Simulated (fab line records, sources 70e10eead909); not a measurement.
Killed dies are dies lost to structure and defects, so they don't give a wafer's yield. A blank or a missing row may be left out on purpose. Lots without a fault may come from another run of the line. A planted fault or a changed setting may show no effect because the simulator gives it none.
A struck lot beside a sound one | flow nand_harc | 14 steps out of a route of 1159
Sound: wafers L272.2, L272.5, L272.6. Struck: wafer L281.6. (L281.2, L281.4 of the same lot were not struck and are left out.) The cause comes at the end.
At each step with rows: each side's tool, then ch and its chambers, then its first start. Under that, the readings that differ: sound wafers | struck wafers | difference of the means | sigmas: that difference in standard deviations of wafers without a fault.
alike: readings whose means differ by less than 2 such deviations, and words and numbers that are the same on both sides. not compared: withheld readings, readings that some wafer has no value for, bounds like >300 that may hide the same value, and numbers for which the record gives no deviation and whose values overlap.
The two part at a step that has a row with sigmas, a row that says differs or no value, or rows on one side only. Numbers that don't overlap but have no deviation are shown without sigmas and don't part them. A reading that every wafer of one side lacks parts them only if that side has two wafers or more.

first, 2 steps without rows for these wafers: NHARC_A_SOURCE_PLATE_SRD_01; NHARC_A_SOURCE_PLATE_OXIDE_02 (material SiO2, target thk 10 nm, ox time 1362 s).
NHARC_A_SOURCE_PLATE_THK_MEAS_09: measures by ellipsometry.
  sound on film_metro-02, day 9 05:04; struck on film_metro-01, day 11 14:01
  alike: thk_nm
then, 3 steps without rows for these wafers: NHARC_A_SOURCE_PLATE_PVD_04 (deposits WSi2, target thk 50 nm); NHARC_A_SOURCE_PLATE_CVD_03 (deposits poly-Si, target thk 200 nm, time 4000 s); NHARC_A_SOURCE_PLATE_ANNEAL_05 (time 1800 s).
NHARC_A_SOURCE_PLATE_THK_MEAS_06: measures by ellipsometry.
  sound on film_metro-02, day 9 18:54; struck on film_metro-02, day 12 03:22
  alike: thk_nm
NHARC_A_SOURCE_PLATE_INSPECT_08:
  sound on defect_inspect-01, day 9 18:59; struck on defect_inspect-01, day 12 03:26
  reading          | sound    | struck | difference | sigmas
  raw_defect_count | 43 47 61 | 100    | +50        | +2
then, 1 step without rows for these wafers: NHARC_A_ONON_D1_DEP_00 (target thk 1000 nm).
NHARC_A_ONON_D1_THK_MEAS_02: measures by ellipsometry.
  sound on film_metro-01, day 9 19:34; struck on film_metro-01, day 12 04:01
  alike: thk_nm
NHARC_A_ONON_D1_DEP_03: target thk 1000 nm.
  sound on pecvd_onon-01 ch 0, day 9 19:41; struck on pecvd_onon-02 ch 0, day 12 04:08
  alike: sih4_flow_sccm
NHARC_A_ONON_D1_THK_MEAS_05: measures by ellipsometry.
  sound on film_metro-01, day 9 20:07; struck on film_metro-01, day 12 04:35
  reading     | sound       | struck | difference | sigmas
  thk_nm (nm) | 998 995 997 | 1533   | +536       | +41
then, 1 step without rows for these wafers: NHARC_A_ONON_D1_DEP_06 (target thk 1000 nm).
-- the record jumps here: 12 days lie between the struck wafers' starts before and after (it left off in module A_ONON_D1 and takes up again in module END, whose first step shown is number 1159 of the route) --
NHARC_END_SORT_01:
  the record has rows for the struck wafers here (prober-01 ch 0, day 23 23:53) and none for the sound ones

WHERE THEY PART
First at NHARC_A_SOURCE_PLATE_INSPECT_08; last, within this record, at NHARC_END_SORT_01.

WHY: what the simulator had put in
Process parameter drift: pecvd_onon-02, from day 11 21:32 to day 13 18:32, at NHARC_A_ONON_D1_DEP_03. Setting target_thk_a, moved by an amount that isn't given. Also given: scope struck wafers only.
